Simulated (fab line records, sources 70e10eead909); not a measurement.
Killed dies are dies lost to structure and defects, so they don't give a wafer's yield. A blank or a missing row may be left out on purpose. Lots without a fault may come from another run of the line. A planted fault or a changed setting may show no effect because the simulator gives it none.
fab line records | flow nand_harc | part 2 of 2: steps 5 to 6 of 6
record lots=20 wafers=60 last_day=24
route steps=1159 shown A_STAIRCASE@590 A_SGD_CUT@762
lots that met no fault: from a run of the same line without faults
start_h: hours from the record's first day to the start of the lot's first wafer shown | wait_h: hours since the lot's step before | " the same as in the row above | L1.1+2: a row that stands for several wafers | - no value, or no start given | * or withheld: withheld | < > ~ a bound
route shown NAME@n: a module of which the file shows steps, and the number in the route of the first | usual: mean/standard deviation of fault-free wafers | same: alike in all rows | chamber/n: place in a boat | sites: the reading at each site | _std_site: their standard deviation | _edge_site: outer sites' mean less inner sites' | radius_mm: how far each site lies from the wafer's centre | mask NAME#n: copy n | behind: the tool/chamber that last shaped the wafer | hold: why the lot was held/for how many hours/how that ended | device: the transistor (n, p or np) that didn't switch | end of line: the same wafers' tests at the end of the route | a step without rows: its recipe alone | killed: dies lost to structure and defects at the first sort, not the wafer's yield | map: a wafer's dies, x killed, . not, _ none there
set.NAME: the setting as run; set.NAME@STEP: as run at that earlier step | model.NAME: the simulator's own value behind a step, which no gauge read
steps of the route over a sample of lots; a table a step, a row a wafer
services: from which hour (start_h, from the record's first day; less than 0 if before it) a tool's chamber was out of use, for how many hours, and why
## steps
# step NHARC_A_STAIRCASE_DEP_259
# recipe target_thk_a=300 target_thk_nm=30 temp_c=400 pressure_torr=3.5 flow_sccm=200 rf_w=350 material=SiON
# usual heater_power_w=791/75
# columns lot.wafer tool chamber start_h wait_h heater_power_w
L074.3 pecvd-03 0 238.97 0.9 799
L074.1 " 1 " " 665
L074.6 " 1 " " 681
L076.2 pecvd-03 0 262.99 1.3 850
L076.4 " 0 " " 861
L076.6 " 1 " " 816
L075.3 pecvd-01 2 263.23 0.9 801
L075.2 " 0 " " 890
L075.5 " 1 " " 695
L078.2 pecvd-03 2 278.89 1.3 766
L078.4 " 1 " " 743
L078.5 " 2 " " 763
L079.3 pecvd-04 0 280.08 1.0 817
L079.2 " 2 " " 636
L079.4 " 0 " " 823
L081.3 pecvd-04 0 292.30 1.0 848
L081.1 " 1 " " 871
L081.5 " 2 " " 688
L080.3 pecvd-04 2 292.62 0.9 661
L080.2 " 0 " " 796
L080.5 " 1 " " 770
L082.1 pecvd-04 0 310.50 1.6 824
L082.3 " 2 " " 677
L082.5 " 2 " " 697
L083.3 pecvd-04 1 312.97 1.0 947
L083.1 " 2 " " 685
L083.6 " 2 " " 683
L084.3 pecvd-01 0 314.19 1.0 846
L084.4 " 1 " " 792
L084.6 " 2 " " 705
L085.1 pecvd-03 2 328.55 1.5 816
L085.2 " 1 " " 743
L085.4 " 2 " " 815
L087.2 pecvd-04 1 335.72 1.3 857
L087.3 " 0 " " 835
L087.5 " 0 " " 851
L086.3 pecvd-03 0 339.79 0.9 757
L086.1 " 2 " " 891
L086.6 " 1 " " 792
L092.1 pecvd-01 2 348.08 1.6 827
L092.3 " 0 " " 817
L092.4 " 1 " " 716
L090.2 pecvd-04 0 351.58 1.3 794
L090.5 " 2 " " 679
L090.6 " 0 " " 794
L089.1 pecvd-03 1 351.68 1.6 686
L089.3 " 0 " " 811
L089.6 " 1 " " 701
L093.1 pecvd-03 2 374.31 1.9 907
L093.6 " 1 " " 757
L093.5 " 2 " " 902
L094.1 pecvd-01 2 374.67 1.6 763
L094.2 " 0 " " 839
L094.4 " 1 " " 750
L095.3 pecvd-01 1 376.11 1.3 738
L095.1 " 2 " " 825
L095.4 " 0 " " 794
L097.2 pecvd-03 2 385.84 1.3 800
L097.5 " 2 " " 821
L097.4 " 0 " " 879
# step NHARC_A_SGD_CUT_ETCH_58
# recipe target_depth_a=390 over_etch_frac=0.3 time_s=65 ion_energy_ev=80 cf4_flow_sccm=150 ar_flow_sccm=0 rf_w=300 bias_w=100 chemistry=CF4
# usual drypump_motor_current_A=5.6/0.47 mfc_ar_sccm=0.013/0.016 oes_product_au=1.004/0.011 rf_vpp_V=151.0/1.3 showerhead_plenum_p_Torr=1.75/0.069 throttle_valve_pct=13.285/0.0084
# columns lot.wafer tool chamber start_h wait_h drypump_motor_current_A mfc_ar_sccm oes_product_au rf_hours_counter_h rf_vpp_V showerhead_plenum_p_Torr throttle_valve_pct
L074.3 rie_diel-03 0 292.04 0.1 6.1 0.027 1.002 8 149.9 1.71 13.277
L074.1 " 1 " " 5.7 0.041 1.015 7 151.2 1.66 13.278
L074.6 " 1 " " 5.7 0.041 1.019 - 151.3 1.66 13.292
L076.4 rie_diel-03 2 320.39 0.1 5.8 0 1.006 8 149.6 1.69 13.286
L076.2 " 0 " " 6.1 0.027 1.002 11 150.4 1.71 13.290
L076.6 " 1 " " 5.7 0.041 1.029 - 150.3 1.66 13.282
L075.3 rie_diel-08 0 320.79 0.1 6.4 0.033 0.991 0 151.3 1.85 13.292
L075.2 " 2 " " 5.2 0.004 1.003 0 150.6 1.68 13.289
L075.5 " 1 " " 6.2 0.013 1.003 - 150.0 1.75 13.276
L078.4 rie_diel-08 3 333.13 0.1 5.4 0 1.004 1 151.4 1.71 13.283
L078.2 " 0 " " 6.4 0.033 0.999 1 151.2 1.85 13.267
L078.5 " 0 " " 6.4 0.033 0.996 - 151.3 1.85 13.280
L079.2 rie_diel-03 0 333.47 0.1 6.1 0.027 0.996 13 150.3 1.71 13.276
L079.3 " 1 " " 5.7 0.041 1.024 13 152.1 1.66 13.302
L079.4 " 3 " " 4.9 0 0.987 12 150.9 1.77 13.274
L080.3 rie_diel-02 0 351.11 0.1 5.5 0 1.010 0 152.0 1.81 13.275
L080.2 " 1 " " 5.7 0.000 0.995 0 152.3 1.81 13.293
L080.5 " 1 " " 5.7 0.000 0.999 - 151.7 1.81 13.295
L081.3 rie_diel-08 2 351.33 0.1 5.2 0.004 1.000 3 150.5 1.67 13.274
L081.1 " 3 " " 5.4 0 0.992 3 150.3 1.71 13.307
L081.5 " 2 " " 5.2 0.004 1.003 - 150.5 1.67 13.283
L084.4 rie_diel-03 3 369.49 0.1 4.9 0 0.997 15 150.8 1.77 13.285
L084.3 " 0 " " 6.1 0.027 0.995 16 150.7 1.71 13.285
L084.6 " 2 " " 5.8 0 1.015 - 150.6 1.69 13.294
L082.1 rie_diel-08 0 370.49 0.1 6.4 0.033 0.993 5 152.3 1.85 13.292
L082.3 " 1 " " 6.2 0.013 1.007 5 151.7 1.75 13.280
L082.5 " 3 " " 5.4 0 1.010 - 149.2 1.70 13.279
L083.1 rie_diel-03 1 370.78 0.1 5.7 0.041 1.025 16 150.5 1.66 13.288
L083.3 " 3 " " 4.9 0 0.991 16 151.7 1.77 13.293
L083.6 " 0 " " 6.2 0.027 0.997 - 150.5 1.71 13.288
L085.1 rie_diel-02 0 378.91 0.1 5.5 0 0.988 3 152.7 1.80 13.297
L085.2 " 1 " " 5.7 0.000 0.994 3 151.9 1.81 13.280
L085.4 " 2 " " 5.6 0 0.993 2 152.8 1.85 13.286
L086.1 rie_diel-03 1 390.58 0.1 5.7 0.041 1.022 18 149.0 1.66 13.292
L086.3 " 3 " " 5.0 0 1.006 18 151.0 1.77 13.288
L086.6 " 1 " " 5.7 0.041 1.019 - 149.3 1.66 13.293
L087.2 rie_diel-02 3 391.09 0.1 4.8 0.008 1.009 3 153.7 1.85 13.282
L087.3 " 2 " " 5.6 0 1.012 4 152.9 1.85 13.283
L087.5 " 0 " " 5.5 0 1.000 - 151.5 1.80 13.305
L090.2 rie_diel-03 1 401.66 0.1 5.7 0.041 1.014 0 148.9 1.66 13.295
L090.6 " 3 " " 4.9 0 1.010 - 150.9 1.77 13.264
L090.5 " 0 " " 6.1 0.027 1.005 - 149.5 1.71 13.272
L089.3 rie_diel-02 0 402.03 0.1 5.5 0 0.995 6 151.7 1.80 13.284
L089.1 " 2 " " 5.6 0 1.001 5 152.9 1.85 13.278
L089.6 " 1 " " 5.7 0.000 1.003 - 151.6 1.81 13.288
L092.3 rie_diel-03 1 402.23 0.1 5.7 0.041 1.008 0 148.9 1.66 13.289
L092.1 " 2 " " 5.8 0 1.026 0 150.1 1.69 13.286
L092.4 " 3 " " 5.0 0 0.991 0 151.2 1.77 13.302
L093.1 rie_diel-02 0 431.49 0.1 5.5 0 0.994 7 151.5 1.80 13.288
L093.5 " 2 " " 5.6 0 1.007 - 152.7 1.85 13.282
L093.6 " 3 " " 4.8 0.008 1.017 - 151.5 1.85 13.289
L095.4 rie_diel-03 1 431.87 0.1 5.7 0.041 1.004 3 151.5 1.66 13.261
L095.1 " 2 " " 5.8 0 1.013 3 149.0 1.69 13.277
L095.3 " 3 " " 4.9 0 1.001 2 153.2 1.77 13.278
L094.4 rie_diel-02 3 432.84 0.1 4.8 0.008 1.008 6 152.5 1.85 13.288
L094.1 " 0 " " 5.5 0 0.993 8 152.3 1.80 13.285
L094.2 " 2 " " 5.6 0 0.984 6 153.3 1.85 13.287
L097.2 rie_diel-03 0 444.33 0.1 6.2 0.027 0.981 4 151.0 1.71 13.280
L097.4 " 2 " " 5.9 0 1.018 5 149.7 1.69 13.288
L097.5 " 3 " " 4.9 0 1.004 - 150.5 1.77 13.280
## services
# columns tool chamber start_h hours kind
pecvd-04 - 206.65 0.9 repair
rie_diel-03 - 215.30 9.0 pm
rie_diel-01 - 217.76 0.4 repair
rie_diel-02 1 231.81 21.0 repair
rie_diel-01 1 242.19 13.4 repair
rie_diel-02 3 274.58 4.6 repair
rie_diel-03 2 275.09 32.2 repair
rie_diel-10 2 283.63 8.9 repair
pecvd-03 - 292.08 13.0 pm
rie_diel-02 0 292.66 4.6 repair
rie_diel-02 2 296.38 8.7 repair
rie_diel-01 - 316.11 9.0 pm
rie_diel-02 - 327.70 9.0 pm
rie_diel-10 - 353.66 9.0 pm
rie_diel-03 0 371.77 9.1 repair
pecvd-04 - 376.58 13.0 pm
rie_diel-03 - 392.30 9.0 pm
pecvd-03 0 404.05 22.6 repair
rie_diel-03 3 405.50 7.8 repair
pecvd-04 - 410.43 0.7 repair
pecvd-04 - 414.04 1.8 repair
rie_diel-01 0 424.39 18.5 repair
rie_diel-09 - 431.35 9.0 pm
pecvd-04 1 433.42 4.3 repair
